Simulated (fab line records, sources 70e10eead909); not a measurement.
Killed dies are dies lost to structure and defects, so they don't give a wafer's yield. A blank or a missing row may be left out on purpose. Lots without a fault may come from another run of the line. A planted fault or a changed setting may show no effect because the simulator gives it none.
A struck lot beside a sound one | flow nand_harc | 14 steps out of a route of 1302
Sound: wafers L913.2, L913.5, L913.6. Struck: wafers L915.2, L915.3, L915.5. The cause comes at the end.
At each step with rows: each side's tool, then ch and its chambers, then its first start. Under that, the readings that differ: sound wafers | struck wafers | difference of the means | sigmas: that difference in standard deviations of wafers without a fault.
alike: readings whose means differ by less than 2 such deviations, and words and numbers that are the same on both sides. not compared: withheld readings, readings that some wafer has no value for, bounds like >300 that may hide the same value, and numbers for which the record gives no deviation and whose values overlap.
The two part at a step that has a row with sigmas, a row that says differs or no value, or rows on one side only. Numbers that don't overlap but have no deviation are shown without sigmas and don't part them. A reading that every wafer of one side lacks parts them only if that side has two wafers or more.

NHARC_P_CONTACT_PVD_32: deposits Ti, target thk 5 nm, time 17.7 s.
  sound on pvd_sputter-03; struck on pvd_sputter-01
  alike: cathode_dc_power_W, throttle_valve_pct
NHARC_P_CONTACT_ALD_22: deposits TiN, target thk 3 nm, pulse time 1 s, ald cycles 150.
  sound on ald_metal-04 ch 1,2, day 9 02:38; struck on ald_metal-01 ch 0,2, day 9 17:47
  alike: heater_power_w, precursor_pulse_height_rel
NHARC_P_CONTACT_CVD_23: deposits W, target thk 200 nm, time 557 s.
  sound on cvd_w-02 ch 0,1; struck on cvd_w-01 ch 0,1
  alike: heater_power_w, throttle_valve_pct
NHARC_P_CONTACT_CMP_24: polishes, t overpolish 30 s, target thk 200 nm.
  sound on cmp-03 ch 1,2,3, day 9 04:38; struck on cmp-04 ch 1,2,3, day 9 18:40
  alike: edge_zone_pressure_frac, motor_current_A, overpolish_run_s, time_to_endpoint_s
  not compared: pad_life_wafers
then, 1 step without rows for these wafers: NHARC_P_CONTACT_SRD_26.
NHARC_P_CONTACT_INSPECT_27:
  sound on defect_inspect-02, day 9 04:57; struck on defect_inspect-01, day 9 19:01
  alike: raw_defect_count
then, 5 steps without rows for these wafers: NHARC_P_M0_DEP_00 (deposits SiOC, target thk 150 nm); NHARC_P_M0_DEHYDRATE_01 (time 120 s); NHARC_P_M0_HMDS_02 (time 30 s); NHARC_P_M0_COAT_33 (time 65 s); NHARC_P_M0_COAT_03 (resist thk 90 nm).
NHARC_P_M0_SOFTBAKE_04: time 55 s.
  sound on litho_track-04 ch 0, day 9 05:00; struck on litho_track-06 ch 0, day 9 19:00
  reading                  | sound                | struck               | difference | sigmas
  heater_power_total_W (W) | 188.55 188.47 188.64 | 175.30 175.27 175.56 | -13.18     | -99 or more
then, 1 step without rows for these wafers: NHARC_P_M0_EBR_05.
-- the record jumps here: 18 days lie between the struck wafers' starts before and after (it left off in module P_M0 and takes up again in module END, whose first step shown is number 1302 of the route) --
NHARC_END_SORT_01:
  sound on prober-01 ch 0, day 27 07:25; struck on prober-02 ch 0, day 27 21:16
  reading            | sound       | struck      | difference | sigmas
  sort_bin_2_pct (%) | 3.4 4.6 3.5 | 0.4 1.6 1.9 | -2.5       | -2
  alike: defect_limited_yield, killed_at_array, killed_at_other, killed_at_periphery, killed_dies, killed_open, killed_short, sort_bin_3_pct, sort_bin_4_pct, sort_n_pass, sort_rim_yield_pct, sort_yield_pct

WHERE THEY PART
First at NHARC_P_M0_SOFTBAKE_04; last, within this record, at NHARC_END_SORT_01.

WHY: what the simulator had put in
Process parameter drift: litho_track-06, from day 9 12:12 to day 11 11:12, at NHARC_P_M0_SOFTBAKE_04. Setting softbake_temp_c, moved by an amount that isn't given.
